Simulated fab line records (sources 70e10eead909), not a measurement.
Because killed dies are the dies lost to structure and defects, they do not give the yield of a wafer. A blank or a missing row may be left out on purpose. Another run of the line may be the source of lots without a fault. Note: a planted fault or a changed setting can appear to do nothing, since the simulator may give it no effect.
Problem report, 8D (eight disciplines) form, completed by code ; flow nand_harc ; the parts of the form that need people (team, actions taken, sign-off) are left out

1. WHAT IS WRONG
raw_defect_count at NHARC_A_CHANNEL_HOLE_D1_INSPECT_12 reads a mean of 584.7 on 3 wafers of 2 lots; wafers without a fault read 5.2 with a standard deviation of 2.7. That is +99 or more standard deviations from the usual mean.
The first sign was on wafer L112.2 at day 13 01:59, on defect_inspect-01. At this step, 30 wafers from 10 lots have a number in the record. Rule for "out", or "out of limits": more than 4 standard deviations from the usual mean. Any other wafer with a number is counted as sound.

2. WHAT THIS IS AND IS NOT
question;is;is not
which readings at this step;raw_defect_count;-
which lots;L112, L113;L100, L101, L104, L111, L993, L994, L995, L997
which wafers of those lots;L112.2, L112.4, L113.5;L112.5, L113.1, L113.4
read on which gauges;defect_inspect-01;defect_inspect-02
when;from day 13 01:59;"up to then (25 sound wafers); but 2 sound wafers of L113 came after"

3. WHAT RULES OUT EACH SUSPECT
Counting: if a tool at a process step up to the reading ran every lot that is out, it stays a suspect. Sound lots after the first of them don't rule it out here, since some wafers of a struck lot are sound.
- ruled out: the gauge at NHARC_A_CHANNEL_HOLE_D1_INSPECT_12. All the wafers that are out were read on defect_inspect-01, but those of them that NHARC_END_SORT_01 has rows for are out there too, on other tools.
- pecvd-03 at NHARC_A_CHANNEL_HOLE_D1_DEP_01 (deposits SiON, target thk 140 nm): kept. Ran every lot that is out, first one L112 (day 13 01:09); last sound lot up to then L101 (day 11 13:08).
- Within pecvd-03 at NHARC_A_CHANNEL_HOLE_D1_DEP_01: the wafers that are out ran in chamber 2; their sound lot-mates ran in chambers 0, 1.
The count leaves pecvd-03 at NHARC_A_CHANNEL_HOLE_D1_DEP_01.

4. THE CAUSE (what the simulator had put in)
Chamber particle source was pecvd-03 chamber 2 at NHARC_A_CHANNEL_HOLE_D1_DEP_01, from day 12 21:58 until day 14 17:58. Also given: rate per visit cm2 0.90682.
The count eliminated every tool but this one.

5. THE CHAIN OF EFFECTS, in route order
Each row: a reading where the mean over the struck wafers with a number is more than 3 standard deviations away from the usual. Readings are gone through only where the record gives a usual standard deviation; hours: the median, over the lots, of the time from a lot's start at the first step in this table giving one to that lot's start at this step; sigmas: the change measured in usual standard deviations.
hours;step;reading;usual;on struck wafers;change;sigmas
0;NHARC_A_CHANNEL_HOLE_D1_INSPECT_12;raw_defect_count;5.2;584.7;+579.5;+99 or more
7;NHARC_A_CHANNEL_HOLE_D1_INSPECT_40;raw_defect_count;57;631;+574;+38
367;NHARC_END_SORT_01;killed_at_array;29;108;+79;+7.2
367;NHARC_END_SORT_01;killed_dies;33;112;+79;+6.6

6. WHAT WOULD HAVE CAUGHT IT SOONER
4 hours passed between the start of the fault at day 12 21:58 and the first reading out of limits at a measuring or inspecting step in this record, taken at day 13 01:59.
Of the tool readings at NHARC_A_CHANNEL_HOLE_D1_DEP_01 for which the record gives a usual standard deviation, none was out on any struck wafer, so an alarm limit of 4 standard deviations on them would not have fired.
L113, from the lots that are out (2), started NHARC_A_CHANNEL_HOLE_D1_DEP_01 on pecvd-03 later than day 13 01:59. A tool hold placed at that time would have kept it from harm.
